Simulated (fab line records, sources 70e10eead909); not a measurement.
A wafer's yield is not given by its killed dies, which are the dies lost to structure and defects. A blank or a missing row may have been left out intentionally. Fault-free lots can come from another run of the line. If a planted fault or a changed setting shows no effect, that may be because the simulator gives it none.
fab line records | flow nand-harc
record: lots: 5 | wafers: 15 | last-day: 33
route steps=1302 shown P_CONTACT@217 END@1302
lots with no fault: from the same line, run without faults
start-h: the number of hours between the record's first day and the start of the first shown wafer of the lot | wait-h: hours from the lot's prior step to this one | " the same as in the row above | L1.1+2: a row that stands for several wafers | - either no value or no given start | * or withheld: withheld | < > ~ a bound
route shown NAME@n: a module of which the file shows steps, and the number in the route of the first | usual: mean and standard deviation over wafers with no fault | same: alike in all rows | chamber/n: place in a boat | sites: each site's reading | _std_site: their standard deviation | _edge_site: outer sites' mean less inner sites' | radius-mm: for every site, how far away it sits from the centre of the wafer | mask NAME#n: copy n | behind: tool/chamber where the wafer was last shaped | hold: reason for holding the lot/hours on hold/outcome of the hold | device: transistor that didn't switch, given as n, p or np | end of line: the same wafers' tests at the end of the route | for a step that has no rows: nothing shown but its recipe | killed: not the wafer's yield, but the dies lost to structure and defects at the first sort | map: a wafer's dies, marking killed ones x, the rest . and places with no die _
set.NAME: setting as actually run; set.NAME@STEP: the setting as run at that earlier step | model.NAME: the simulator's own value behind a step, which no gauge read
lots seen at some steps along the route; tables by step, rows by wafer
services: from which hour (start-h, from the record's first day; less than 0 if before it) a tool's chamber was out of use, for how many hours, and why
== steps ==
step: NHARC_P_CONTACT_DEP_30
recipe: target-thk-a: 300 | temp-c: 400 | target-thk-nm: 30 | flow-sccm: 200 | rf-w: 450 | material: SiNx
usual: heater-power-w: 722/100 | rf-fwd-power-W: 448.6/1.2
lot.wafer | tool     | chamber | start-h | wait-h | heater-power-w | rf-fwd-power-W | since-wet-clean-h
L534.1    | pecvd-03 | 0       | 120.26  | 0.1    | 683            | 447.6          | 103
L534.3    | "        | 1       | "       | "      | 715            | 448.3          | 103
L534.4    | "        | 1       | "       | "      | 728            | 448.8          | -
L541.1    | pecvd-01 | 2       | 185.86  | 0.4    | 685            | 446.6          | 43
L541.6    | "        | 0       | "       | "      | 892            | 450.4          | -
L541.4    | "        | 1       | "       | "      | 723            | 449.9          | -
L553.2    | pecvd-03 | 1       | 302.48  | 0.1    | 645            | 450.1          | 104
L553.1    | "        | 2       | "       | "      | 540            | 451.0          | 104
L553.4    | "        | 2       | "       | "      | 547            | 449.2          | -
L554.3    | pecvd-02 | 0       | 316.25  | 0.1    | 622            | 450.0          | 76
L554.2    | "        | 2       | "       | "      | 740            | 447.2          | 76
L554.6    | "        | 0       | "       | "      | 634            | 450.5          | -
L556.2    | pecvd-03 | 2       | 333.64  | 0.1    | 625            | 445.7          | 135
L556.6    | "        | 2       | "       | "      | 639            | 448.2          | -
L556.4    | "        | 0       | "       | "      | 740            | 448.7          | -
step: NHARC_P_CONTACT_DEP_00
recipe: target-thk-a: 5000 | temp-c: 400 | pressure-torr: 6.5 | rf-w: 900 | teos-flow-sccm: 161.4 | flow-sccm: 2650 | target-thk-nm: 500 | gas: O2 | material: SiO2
usual: heater-power-w: 567/110 | rf-fwd-power-W: 898.3/2.7 | throttle-valve-pct: 16.0/0.5
lot.wafer | tool     | chamber | start-h | wait-h | heater-power-w | rf-fwd-power-W | since-wet-clean-h | throttle-valve-pct
L534.1    | pecvd-03 | 0       | -       | -      | 533            | 899.8          | 104               | 16.0
L534.3    | "        | 1       | "       | "      | 532            | 896.5          | 104               | 16.5
L534.4    | "        | 1       | "       | "      | 553            | 898.2          | -                 | 16.4
L541.1    | pecvd-01 | 2       | -       | -      | 613            | 897.1          | 43                | 16.4
L541.6    | "        | 0       | "       | "      | 646            | 900.3          | -                 | 15.3
L541.4    | "        | 1       | "       | "      | 493            | 899.8          | -                 | 15.8
L553.2    | pecvd-03 | 1       | -       | -      | 595            | 898.3          | 105               | 16.6
L553.1    | "        | 2       | "       | "      | 445            | 902.6          | 105               | 16.3
L553.4    | "        | 2       | "       | "      | 465            | 901.3          | -                 | 16.5
L554.3    | pecvd-02 | 0       | -       | -      | 489            | 897.2          | 77                | 14.7
L554.2    | "        | 2       | "       | "      | 535            | 899.3          | 77                | 16.2
L554.6    | "        | 0       | "       | "      | 524            | 897.3          | -                 | 14.6
L556.2    | pecvd-03 | 2       | -       | -      | 434            | 899.6          | 136               | 16.6
L556.6    | "        | 2       | "       | "      | 437            | 900.7          | -                 | 16.7
L556.4    | "        | 0       | "       | "      | 548            | 897.6          | -                 | 16.0
step: NHARC_P_CONTACT_CMP_01
recipe: target-thk-nm: 200 | material: SiO2
usual: motor-current-A: 11.9/1.8
lot.wafer | tool   | chamber | start-h | wait-h | motor-current-A
L534.3    | cmp-01 | 0       | 120.97  | -      | 16.1
L534.1    | "      | 2       | "       | "      | 10.6
L534.4    | "      | 3       | "       | "      | 11.7
L541.4    | cmp-03 | 0       | 186.55  | -      | 13.9
L541.1    | "      | 1       | "       | "      | 12.0
L541.6    | "      | 3       | "       | "      | 11.2
L553.1    | cmp-01 | 2       | 303.15  | -      | 10.0
L553.2    | "      | 3       | "       | "      | 11.5
L553.4    | "      | 1       | "       | "      | 11.0
L554.3    | cmp-01 | 1       | 316.96  | -      | 11.1
L554.2    | "      | 2       | "       | "      | 10.7
L554.6    | "      | 1       | "       | "      | 11.2
L556.2    | cmp-01 | 2       | 334.38  | -      | 10.1
L556.4    | "      | 0       | "       | "      | 15.6
L556.6    | "      | 3       | "       | "      | 11.5
step: NHARC_P_CONTACT_SRD_03
step: NHARC_P_CONTACT_DEHYDRATE_04
recipe: temp-c: 150 | time-s: 120
step: NHARC_P_CONTACT_HMDS_05
recipe: time-s: 30
step: NHARC_P_CONTACT_COAT_33
recipe: temp-c: 260 | time-s: 75
step: NHARC_P_CONTACT_COAT_34
recipe: temp-c: 225 | time-s: 65
step: NHARC_P_CONTACT_COAT_06
recipe: spin-rpm: 1500 | resist-thk-nm: 90
step: NHARC_P_CONTACT_SOFTBAKE_07
recipe: temp-c: 105 | time-s: 55
step: NHARC_P_CONTACT_EBR_08
step: NHARC_P_CONTACT_EXPOSE_09
recipe: na: 1.35 | target-cd-nm: 90 | dose-mj: 81.26 | mask-id: P_CA
same: na: 1.35
lot.wafer  | tool            | chamber | start-h | wait-h | mask
L534.1+3+4 | arfi-scanner-02 | 0       | 121.53  | -      | P_CA#0
L541.1+4+6 | arfi-scanner-01 | 0       | 187.18  | -      | P_CA_R1#0
L553.1+2+4 | arfi-scanner-01 | 0       | 303.72  | -      | P_CA#0
L554.2+3+6 | arfi-scanner-01 | 0       | 317.53  | -      | P_CA#0
L556.2+4+6 | arfi-scanner-03 | 0       | 334.95  | -      | P_CA#0
step: NHARC_P_CONTACT_PEB_10
recipe: peb-temp-c: 100 | peb-time-s: 65
step: NHARC_P_CONTACT_DEVELOP_11
recipe: develop-time-s: 35 | dev-temp-c: 23
step: NHARC_P_CONTACT_CD_MEAS_12
recipe: target-cd-nm: 90 | landing-energy-ev: 500
usual: cd-nm: 90.3/0.63
lot.wafer | tool      | chamber | start-h | wait-h | cd-nm
L534.1    | cd-sem-01 | 0       | 121.67  | -      | 89.5
L534.3    | "         | 0       | "       | "      | 90.3
L534.4    | "         | 0       | "       | "      | 90.7
L541.1    | cd-sem-01 | 0       | 187.32  | -      | 69.8
L541.4    | "         | 0       | "       | "      | 70.6
L541.6    | "         | 0       | "       | "      | 70.4
L553.1    | cd-sem-01 | 0       | 303.85  | -      | 90.7
L553.2    | "         | 0       | "       | "      | 90.5
L553.4    | "         | 0       | "       | "      | 89.8
L554.2    | cd-sem-01 | 0       | 317.67  | -      | 91.3
L554.3    | "         | 0       | "       | "      | 91.2
L554.6    | "         | 0       | "       | "      | 90.2
L556.2    | cd-sem-01 | 0       | 335.09  | -      | 90.2
L556.4    | "         | 0       | "       | "      | 90.4
L556.6    | "         | 0       | "       | "      | 89.9
step: NHARC_P_CONTACT_OVL_MEAS_13
usual: overlay-x-nm: 0.0/0.74 | overlay-y-nm: -0.1/0.95
lot.wafer | tool       | chamber | start-h | wait-h | overlay-x-nm | overlay-y-nm
L534.1    | overlay-02 | -       | 121.76  | -      | -0.8         | 0.1
L534.3    | "          | -       | "       | "      | -1.4         | -0.9
L534.4    | "          | -       | "       | "      | -0.4         | -0.9
L541.1    | overlay-02 | -       | 187.41  | -      | 0.7          | -0.1
L541.4    | "          | -       | "       | "      | 0.5          | -0.6
L541.6    | "          | -       | "       | "      | 0.2          | -0.8
L553.1    | overlay-01 | -       | 303.94  | -      | -0.4         | -0.5
L553.2    | "          | -       | "       | "      | -0.1         | -1.0
L553.4    | "          | -       | "       | "      | -0.4         | -1.3
L554.2    | overlay-01 | -       | 317.75  | -      | -1.1         | -0.5
L554.3    | "          | -       | "       | "      | -1.4         | -0.6
L554.6    | "          | -       | "       | "      | -0.9         | -1.3
L556.2    | overlay-01 | -       | 335.17  | -      | 0.2          | 0.3
L556.4    | "          | -       | "       | "      | 0.3          | 1.4
L556.6    | "          | -       | "       | "      | 0.2          | 1.0
step: NHARC_P_CONTACT_INSPECT_14
usual: raw-defect-count: 3.9/2.1
lot.wafer | tool              | chamber | start-h | wait-h | raw-defect-count
L534.1    | defect-inspect-01 | -       | 121.80  | 0.0    | 7
L534.3    | "                 | -       | "       | "      | 4
L534.4    | "                 | -       | "       | "      | 1
L541.1    | defect-inspect-01 | -       | 187.45  | 0.0    | 4
L541.4    | "                 | -       | "       | "      | 6
L541.6    | "                 | -       | "       | "      | 5
L553.1    | defect-inspect-02 | -       | 303.98  | 0.0    | 5
L553.2    | "                 | -       | "       | "      | 2
L553.4    | "                 | -       | "       | "      | 4
L554.2    | defect-inspect-01 | -       | 317.79  | 0.0    | 3
L554.3    | "                 | -       | "       | "      | 2
L554.6    | "                 | -       | "       | "      | 3
L556.2    | defect-inspect-01 | -       | 335.21  | 0.0    | 3
L556.4    | "                 | -       | "       | "      | 3
L556.6    | "                 | -       | "       | "      | 4
step: NHARC_P_CONTACT_DESCUM_17
recipe: time-s: 3 | o2-flow-sccm: 200 | ar-flow-sccm: 0 | bias-power-w: 0 | chemistry: O2
usual: chamber-pressure-mTorr: 60.00/0.054 | drypump-motor-current-A: 5.8/0.49 | oes-product-au: 0.998/0.011 | rf-vpp-V: 58.1/0.89 | showerhead-plenum-p-Torr: 1.98/0.064 | throttle-valve-pct: 11.312/0.009
lot.wafer | tool        | chamber | start-h | wait-h | chamber-pressure-mTorr | drypump-motor-current-A | oes-product-au | rf-hours-counter-h | rf-vpp-V | showerhead-plenum-p-Torr | throttle-valve-pct | model.P_CONTACT.cd-nm
L534.3    | rie-diel-03 | 0       | 121.86  | 0.1    | 60.04                  | 5.0                     | 0.993          | 0.5                | 56.6     | 2.05                     | 11.305             | 90.37
L534.4    | "           | 1       | "       | "      | 60.02                  | 5.9                     | 1.011          | 0.4                | 57.2     | 2.03                     | 11.293             | 91.46
L534.1    | "           | 3       | "       | "      | 60.00                  | 5.9                     | 0.992          | 0.5                | 59.7     | 2.00                     | 11.305             | 89.15
L541.1    | rie-diel-03 | 3       | 187.51  | 0.1    | 59.99                  | 6.0                     | 1.002          | 4.3                | 58.2     | 2.00                     | 11.334             | 68.91
L541.4    | "           | 1       | "       | "      | 60.06                  | 5.8                     | 1.008          | 4.0                | 58.2     | 2.03                     | 11.312             | 70.37
L541.6    | "           | 0       | "       | "      | 59.95                  | 5.0                     | 0.999          | -                  | 58.9     | 2.05                     | 11.315             | 70.26
L553.4    | rie-diel-08 | 3       | 304.04  | 0.1    | 59.93                  | 4.9                     | 0.980          | 3.0                | 58.3     | 1.91                     | 11.316             | 89.69
L553.1    | "           | 0       | "       | "      | 60.05                  | 6.1                     | 0.995          | 3.2                | 57.3     | 1.97                     | 11.311             | 89.94
L553.2    | "           | 2       | "       | "      | 60.03                  | 6.1                     | 1.003          | 2.5                | 57.6     | 2.03                     | 11.329             | 89.15
L554.2    | rie-diel-08 | 2       | 317.85  | 0.1    | 60.04                  | 6.1                     | 1.006          | 3.2                | 57.8     | 2.03                     | 11.311             | 90.16
L554.3    | "           | 0       | "       | "      | 60.05                  | 6.1                     | 0.978          | 3.6                | 58.0     | 1.97                     | 11.315             | 91.3
L554.6    | "           | 3       | "       | "      | 59.97                  | 4.9                     | 0.972          | -                  | 58.3     | 1.91                     | 11.319             | 90.06
L556.2    | rie-diel-10 | 2       | 335.27  | 0.1    | 60.00                  | 5.8                     | 0.981          | 2.0                | 58.9     | 2.06                     | 11.317             | 90.12
L556.4    | "           | 0       | "       | "      | 60.01                  | 6.0                     | 0.982          | 1.6                | 58.9     | 2.02                     | 11.320             | 90.28
L556.6    | "           | 3       | "       | "      | 59.97                  | 6.0                     | 0.988          | -                  | 59.8     | 2.00                     | 11.297             | 89.49
step: NHARC_P_CONTACT_ETCH_35
recipe: target-depth-a: 390 | over-etch-frac: 0.3 | time-s: 65 | ion-energy-ev: 80 | cf4-flow-sccm: 150 | ar-flow-sccm: 0 | rf-w: 300 | bias-w: 100 | chemistry: CF4
usual: cf4-flow-sccm: 150.0/0.43 | chamber-pressure-mTorr: 49.99/0.049 | drypump-motor-current-A: 5.8/0.5 | oes-product-au: 0.997/0.01 | rf-fwd-power-W: 297.1/1.1 | rf-vpp-V: 151.9/1 | showerhead-plenum-p-Torr: 1.82/0.055 | throttle-valve-pct: 13.284/0.0094
lot.wafer | tool        | chamber | start-h | wait-h | cf4-flow-sccm | chamber-pressure-mTorr | drypump-motor-current-A | oes-product-au | rf-fwd-power-W | rf-hours-counter-h | rf-vpp-V | showerhead-plenum-p-Torr | throttle-valve-pct
L534.1    | rie-diel-03 | 2       | 121.94  | 0.1    | 149.8         | 50.05                  | 5.4                     | 1.010          | 297.0          | 0.4                | 150.5    | 1.68                     | 13.277
L534.4    | "           | 3       | "       | "      | 150.3         | 50.01                  | 5.9                     | 1.005          | 295.8          | 0.5                | 151.9    | 1.85                     | 13.270
L534.3    | "           | 1       | "       | "      | 150.1         | 49.99                  | 5.8                     | 1.002          | 297.2          | 0.4                | 151.1    | 1.87                     | 13.279
L541.1    | rie-diel-03 | 0       | 187.59  | 0.1    | 150.0         | 50.01                  | 5.0                     | 1.008          | 295.7          | 4.5                | 152.8    | 1.89                     | 13.288
L541.4    | "           | 1       | "       | "      | 151.1         | 50.01                  | 5.9                     | 1.000          | 298.1          | 4.0                | 154.0    | 1.87                     | 13.279
L541.6    | "           | 0       | "       | "      | 150.6         | 50.01                  | 5.0                     | 1.002          | 297.4          | -                  | 152.3    | 1.89                     | 13.290
L553.1    | rie-diel-08 | 2       | 304.12  | 0.1    | 149.9         | 49.97                  | 6.0                     | 1.010          | 298.1          | 2.5                | 153.7    | 1.87                     | 13.273
L553.2    | "           | 0       | "       | "      | 150.3         | 50.02                  | 6.1                     | 0.987          | 294.5          | 3.2                | 151.2    | 1.82                     | 13.280
L553.4    | "           | 1       | "       | "      | 149.5         | 50.02                  | 6.5                     | 1.006          | 297.3          | 2.8                | 149.9    | 1.79                     | 13.282
L554.3    | rie-diel-08 | 3       | 317.94  | 0.1    | 149.4         | 50.12                  | 4.9                     | 0.981          | 298.7          | 3.5                | 151.4    | 1.76                     | 13.296
L554.2    | "           | 2       | "       | "      | 149.9         | 50.00                  | 6.1                     | 1.007          | 297.7          | 3.2                | 152.9    | 1.87                     | 13.298
L554.6    | "           | 0       | "       | "      | 150.1         | 49.99                  | 6.0                     | 0.999          | 296.7          | -                  | 152.5    | 1.82                     | 13.280
L556.4    | rie-diel-10 | 3       | 335.36  | 0.1    | 150.0         | 49.93                  | 6.0                     | 0.985          | 297.4          | 1.7                | 151.6    | 1.84                     | 13.284
L556.2    | "           | 1       | "       | "      | 149.9         | 49.97                  | 5.9                     | 1.000          | 297.3          | 2.1                | 150.7    | 1.78                     | 13.283
L556.6    | "           | 2       | "       | "      | 150.2         | 50.09                  | 5.8                     | 0.993          | 299.0          | -                  | 153.2    | 1.90                     | 13.282
step: NHARC_P_CONTACT_ETCH_36
recipe: target-depth-a: 2600 | over-etch-frac: 0.25 | time-s: 406.25 | ion-energy-ev: 200 | n2-flow-sccm: 150 | h2-flow-sccm: 150 | ar-flow-sccm: 0 | rf-w: 400 | bias-w: 150 | chemistry: N2/H2
step: NHARC_P_CONTACT_ETCH_18
recipe: target-depth-a: 4810 | time-s: 240.5 | c4f8-flow-sccm: 20 | o2-flow-sccm: 10 | ar-flow-sccm: withheld | rf-w: 600 | bias-w: 1500 | chemistry: C4F8/O2/Ar
usual: chamber-pressure-mTorr: 25.004/0.024 | oes-product-au: 0.954/0.02 | rf-fwd-power-W: 598.0/1.9 | rf-vpp-V: 982/4.5
lot.wafer | tool        | chamber | start-h | wait-h | chamber-pressure-mTorr | oes-product-au | rf-fwd-power-W | rf-hours-counter-h | rf-vpp-V
L534.4    | rie-diel-03 | 2       | -       | -      | 25.004                 | 0.986          | 594.4          | 0.6                | 970
L534.3    | "           | 3       | "       | "      | 24.950                 | 0.967          | 594.5          | 0.7                | 986
L534.1    | "           | 0       | "       | "      | 25.038                 | 0.968          | 595.8          | 0.8                | 986
L541.4    | rie-diel-03 | 3       | -       | -      | 25.029                 | 0.907          | 597.5          | 4.6                | 985
L541.1    | "           | 0       | "       | "      | 25.010                 | 0.928          | 598.9          | 4.7                | 986
L541.6    | "           | 3       | "       | "      | 24.969                 | 0.913          | 598.2          | -                  | 985
L553.1    | rie-diel-08 | 1       | -       | -      | 24.963                 | 0.932          | 599.7          | 3.1                | 980
L553.2    | "           | 3       | "       | "      | 25.038                 | 0.909          | 598.0          | 3.1                | 979
L553.4    | "           | 0       | "       | "      | 24.983                 | 0.923          | 597.2          | 3.3                | 981
L554.2    | rie-diel-08 | 3       | -       | -      | 24.980                 | 0.948          | 599.7          | 3.8                | 979
L554.3    | "           | 0       | "       | "      | 25.018                 | 0.968          | 595.6          | 3.9                | 981
L554.6    | "           | 2       | "       | "      | 24.995                 | 0.968          | 596.9          | -                  | 985
L556.4    | rie-diel-10 | 2       | -       | -      | 24.984                 | 0.933          | 596.5          | 2.3                | 988
L556.2    | "           | 3       | "       | "      | 24.976                 | 0.933          | 600.1          | 2.0                | 985
L556.6    | "           | 2       | "       | "      | 24.985                 | 0.935          | 596.7          | -                  | 988
step: NHARC_P_CONTACT_STRIP_37
recipe: c4f8-flow-sccm: withheld | o2-flow-sccm: 8 | ar-flow-sccm: withheld | bias-w: 0 | chemistry: C4F8/O2/Ar
step: NHARC_P_CONTACT_ETCH_31
recipe: target-depth-a: 300 | time-s: 85.7 | ion-energy-ev: 120 | over-etch-frac: 1 | ch3f-flow-sccm: 50 | o2-flow-sccm: 30 | ar-flow-sccm: 200 | rf-w: 500 | bias-w: 100 | chemistry: CH3F/O2
usual: ch3f-flow-sccm: 49.98/0.15 | chamber-pressure-mTorr: 25.000/0.022 | drypump-motor-current-A: 5.8/0.51 | oes-product-au: 0.973/0.014 | rf-fwd-power-W: 496.2/1.6 | rf-vpp-V: 245.3/1.3 | showerhead-plenum-p-Torr: 2.53/0.078 | throttle-valve-pct: 20.664/0.0088
lot.wafer | tool        | chamber | start-h | wait-h | ch3f-flow-sccm | chamber-pressure-mTorr | drypump-motor-current-A | oes-product-au | rf-fwd-power-W | rf-hours-counter-h | rf-vpp-V | showerhead-plenum-p-Torr | throttle-valve-pct | model.P_CONTACT.cd-nm
L534.3    | rie-diel-03 | 1       | -       | -      | 49.85          | 25.026                 | 5.9                     | 0.993          | 498.1          | 0.8                | 246.8    | 2.60                     | 20.673             | 88.07
L534.1    | "           | 2       | "       | "      | 49.89          | 24.997                 | 5.4                     | 0.993          | 495.0          | 0.7                | 242.2    | 2.33                     | 20.675             | 90.93
L534.4    | "           | 3       | "       | "      | 49.77          | 24.990                 | 6.0                     | 0.976          | 495.9          | 0.8                | 244.7    | 2.57                     | 20.658             | 90.53
L541.1    | rie-diel-03 | 0       | -       | -      | 49.91          | 25.012                 | 5.0                     | 0.945          | 495.2          | 4.7                | 246.7    | 2.63                     | 20.658             | 67.11
L541.4    | "           | 1       | "       | "      | 50.14          | 25.036                 | 5.9                     | 0.944          | 498.6          | 4.2                | 247.7    | 2.60                     | 20.672             | 71.76
L541.6    | "           | 0       | "       | "      | 49.96          | 24.991                 | 5.0                     | 0.944          | 494.6          | -                  | 245.7    | 2.63                     | 20.659             | 69.43
L553.2    | rie-diel-08 | 2       | -       | -      | 50.04          | 25.019                 | 6.0                     | 0.967          | 496.0          | 2.9                | 245.7    | 2.60                     | 20.650             | 87.62
L553.1    | "           | 3       | "       | "      | 50.00          | 24.942                 | 4.9                     | 0.931          | 496.7          | 3.2                | 245.5    | 2.45                     | 20.655             | 88.49
L553.4    | "           | 0       | "       | "      | 50.13          | 25.049                 | 6.0                     | 0.947          | 496.2          | 3.4                | 244.4    | 2.53                     | 20.654             | 89.82
L554.3    | rie-diel-08 | 0       | -       | -      | 49.93          | 25.002                 | 6.0                     | 0.966          | 495.7          | 3.9                | 245.8    | 2.53                     | 20.670             | 92.16
L554.2    | "           | 3       | "       | "      | 50.05          | 24.986                 | 4.9                     | 0.965          | 495.5          | 3.8                | 243.9    | 2.45                     | 20.651             | 89.3
L554.6    | "           | 0       | "       | "      | 50.00          | 25.015                 | 6.0                     | 0.965          | 494.3          | -                  | 244.7    | 2.53                     | 20.676             | 90.33
L556.4    | rie-diel-10 | 0       | -       | -      | 49.90          | 25.027                 | 6.0                     | 0.973          | 496.3          | 1.9                | 246.3    | 2.59                     | 20.676             | 88.79
L556.2    | "           | 1       | "       | "      | 49.89          | 25.007                 | 5.9                     | 0.970          | 494.9          | 2.3                | 244.3    | 2.47                     | 20.652             | 88.44
L556.6    | "           | 1       | "       | "      | 50.09          | 25.004                 | 6.0                     | 0.973          | 495.8          | -                  | 246.7    | 2.47                     | 20.663             | 87.35
step: NHARC_P_CONTACT_CD_MEAS_19
usual: cd-nm: 89.3/1.6
lot.wafer | tool      | chamber | start-h | wait-h | cd-nm
L534.1    | cd-sem-01 | -       | 122.72  | -      | 91.1
L534.3    | "         | -       | "       | "      | 88.2
L534.4    | "         | -       | "       | "      | 90.5
L541.1    | cd-sem-02 | -       | 188.38  | -      | 67.1
L541.4    | "         | -       | "       | "      | 72.3
L541.6    | "         | -       | "       | "      | 69.3
L553.1    | cd-sem-01 | -       | 304.91  | -      | 88.2
L553.2    | "         | -       | "       | "      | 87.8
L553.4    | "         | -       | "       | "      | 90.2
L554.2    | cd-sem-01 | -       | 318.72  | -      | 89.6
L554.3    | "         | -       | "       | "      | 92.1
L554.6    | "         | -       | "       | "      | 90.3
L556.2    | cd-sem-03 | -       | 336.14  | -      | 88.7
L556.4    | "         | -       | "       | "      | 88.6
L556.6    | "         | -       | "       | "      | 87.5
step: NHARC_END_SORT_01
recipe: temp-c: 25
usual: killed-at-array: 55/22 | killed-at-other: 1.1/1.4 | killed-at-periphery: 4/3.2 | killed-dies: 59/22 | killed-open: 3.3/1.8 | killed-short: 2.5/1.5
same: gross-dies: 677
lot.wafer | tool      | chamber | start-h | wait-h | killed-at-array | killed-at-other | killed-at-periphery | killed-dies | killed-open | killed-short
L541.1    | prober-02 | 0       | 638.11  | 2.5    | 24              | 0               | 630                 | 654         | 4           | 1
L541.4    | prober-02 | 0       | 640.53  | 3.4    | 21              | 0               | 521                 | 542         | 3           | 0
L541.6    | prober-02 | 0       | 642.15  | 4.0    | 33              | 1               | 594                 | 628         | 3           | 3
killed by level:class
L541.1 P_CONTACT:area-expose=629 A_CHANNEL_HOLE_D2:chamber-film-flake=11 A_CHANNEL_HOLE_D1:chamber-film-flake=3 A_CONTACT:chamber-film-flake=3 A_STAIRCASE:chamber-film-flake=2 P_M0:geometric-particle:open=1 A_ONON_D1:geometric-particle:open=1 A_CHANNEL_HOLE_D1:geometric-particle:short=1
L541.4 P_CONTACT:area-expose=516 A_CHANNEL_HOLE_D2:chamber-film-flake=11 P_STI:chamber-film-flake=3 A_STAIRCASE:chamber-film-flake=3 A_SLIT:chamber-film-flake=2 P_CONTACT:geometric-particle:open=1 A_DECK1_JOINT:geometric-particle:open=1 A_SGD_CUT:geometric-particle:open=1
L541.6 P_CONTACT:area-expose=589 A_CHANNEL_HOLE_D2:chamber-film-flake=10 A_CHANNEL_HOLE_D1:chamber-film-flake=6 A_DECK1_JOINT:chamber-film-flake=5 A_STAIRCASE:chamber-film-flake=5 P_STI:chamber-film-flake=4 A_CHANNEL_HOLE_D1:geometric-particle:open=2 A_DECK1_JOINT:geometric-particle:short=2
map L541.1 (x killed, . not)
____________x____________
_________.x.xxxx_________
_______x...xxxxxxx_______
______x.xxxxxxxxxxx______
_____xx.xxxxxxxxxxxx_____
____.xxxxx.xxxxxxxxxx____
____xx.xxxxxxxxxxxxxx____
___xx.xxxxxxxxxxxxxxxx___
___xxxxxxxxxxxxxxxxxxx___
__xxxxxxxxxxxxxxxxxxxxx__
__xxxxxxxxxxxxxxxxxxxxx__
_.xxxxxxxxxxxxxxxxxxxxxx_
_.xxxxxxxxxxxxxxxxxxxxxx_
_xx.xxxxxxxxxxxxxxxxxxxx_
_.xxxxxxxxxxxxxxxxxxxxxx_
_xxxxxxxxxxxxxxxxxxxxxxx_
x.xxxxxxxxxxxxxxxxxxxxxxx
xxxxxxxxxxxxxxxxxxxxxxxxx
.xxxxxxxxxxxxxxxxxxxxxxxx
xxxxxxxxxxxxxxxxxxxxxxxxx
x.xxxxxxxxxxxxxxxxxxxxxxx
_xxxxxxxxxxxxxxxxxxxxxxx_
_xxxxxxxxxxxxxxxxxxxxxxx_
_xxxxxxxxxxxxxxxxxxxxxxx_
_xxxxxxxxxxxxxxxxxxxxxxx_
_xxxxxxxxxxxxxxxxxxxxxxx_
__x.xxxxxxxxxxxxxxxxxxx__
__.xxxxxxxxxxxxxxxxxxxx__
___..xxxxxxxxxxxxxxxxx___
___xxxxxxxxxxxxxxxxxxx___
____xx.xxxxxxxxxxxxxx____
____xxxxxxxxxxxxxxxxx____
_____xxxxxxxxxxxxxxx_____
______xxxxxxxxxxxxx______
_______xxxxxxxxxxx_______
_________xxxxxxx_________
____________x____________
map L553.4 (x killed, . not)
____________.____________
_________......._________
_______..........._______
______.............______
_____..............._____
____................x____
____x.........x......____
___...................___
___...............x...___
__...........xx.x.x....__
__...........xxxx......__
_.............xxxx......_
_.............xxxx......_
_............xxxxx......_
_...x.........xxxx......_
_.........x....xx......._
..............xx.........
.............xxx.........
.......x.................
...........x.............
x........................
_......................._
_....................x.x_
_..................x...._
_..............x.xxxxx.._
_...............x.xxxxx._
__..............xxxxxxx__
__...............xxxxxx__
___...............xxx.___
___.........x.....xxx.___
____.............xxx.____
____.................____
_____.............x._____
______..........x..______
_______..........._______
_________......._________
____________.____________
== services ==
tool            | chamber | start-h | hours | kind
rie-diel-03     | -       | 104.30  | 9.0   | pm
pecvd-01        | -       | 130.25  | 13.0  | pm
rie-diel-03     | 1       | 142.97  | 4.0   | repair
pecvd-03        | -       | 165.31  | 0.4   | repair
rie-diel-08     | 3       | 173.48  | 6.5   | repair
pecvd-03        | -       | 185.20  | 13.0  | pm
cmp-01          | -       | 187.68  | 4.0   | pm
rie-diel-08     | -       | 190.80  | 9.0   | pm
arfi-scanner-01 | -       | 230.33  | 0.2   | repair
pecvd-03        | 2       | 233.96  | 4.2   | repair
cmp-01          | -       | 234.88  | 0.9   | repair
rie-diel-10     | 3       | 236.96  | 3.5   | repair
rie-diel-10     | -       | 242.50  | 9.0   | pm
arfi-scanner-01 | -       | 252.00  | 4.0   | pm
rie-diel-08     | 2       | 261.13  | 2.6   | repair
rie-diel-10     | 0       | 263.82  | 7.1   | repair
cmp-01          | -       | 266.81  | 0.5   | repair
cmp-01          | -       | 273.43  | 3.3   | repair
cmp-01          | -       | 279.71  | 1.9   | repair
rie-diel-03     | -       | 281.30  | 9.0   | pm
cmp-01          | -       | 285.68  | 4.0   | pm
pecvd-03        | 1       | 317.16  | 3.3   | repair
cmp-01          | -       | 328.49  | 4.3   | repair
cmp-01          | -       | 333.04  | 0.4   | repair
== key ==
first-sign: step: NHARC_P_CONTACT_EXPOSE_09 | reading: mask | direction: changed
effect: step: NHARC_P_CONTACT_CD_MEAS_12 | reading: cd-nm | direction: down | sigmas: 32 | usual: 90.3 | struck: 70.3
effect: step: NHARC_P_CONTACT_CD_MEAS_19 | reading: cd-nm | direction: down | sigmas: 12 | usual: 89.3 | struck: 69.6
effect: step: NHARC_END_SORT_01 | reading: killed-at-periphery | direction: up | sigmas: 99+ | usual: 4 | struck: 582
model-effect: step: NHARC_P_CONTACT_DESCUM_17 | value: P_CONTACT.cd-nm | without: 90.19 | struck: 69.85
model-effect: step: NHARC_P_CONTACT_ETCH_31 | value: P_CONTACT.cd-nm | without: 89.77 | struck: 69.43
more-kills-born-at: NHARC_P_CONTACT_EXPOSE_09@arfi-scanner-01: 1734
met-at NHARC_P_CONTACT_EXPOSE_09
struck-wafers L541.1,L541.4,L541.6
later-rows-left-out L541.1,L541.4,L541.6
tester-left-out L541
fault: kind: wrong-mask | tool: any | chamber: - | onset-h: 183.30 | steps: NHARC_P_CONTACT_EXPOSE_09 | aux-copy: P_CA_R1#0 | cd-offset-nm: -20.341 | scope: struck-lots-only
tester-left-out: of these lots the tester's yield and bins aren't shown, on N5 and GAA mostly nor the transistor test; their killed dies are dies lost to structure and defects alone, not to doping, threshold or leakage, so they don't give the yield
later-rows-left-out: the simulator's readings of these wafers behind a module that went badly wrong aren't trusted and aren't shown, but for the sort
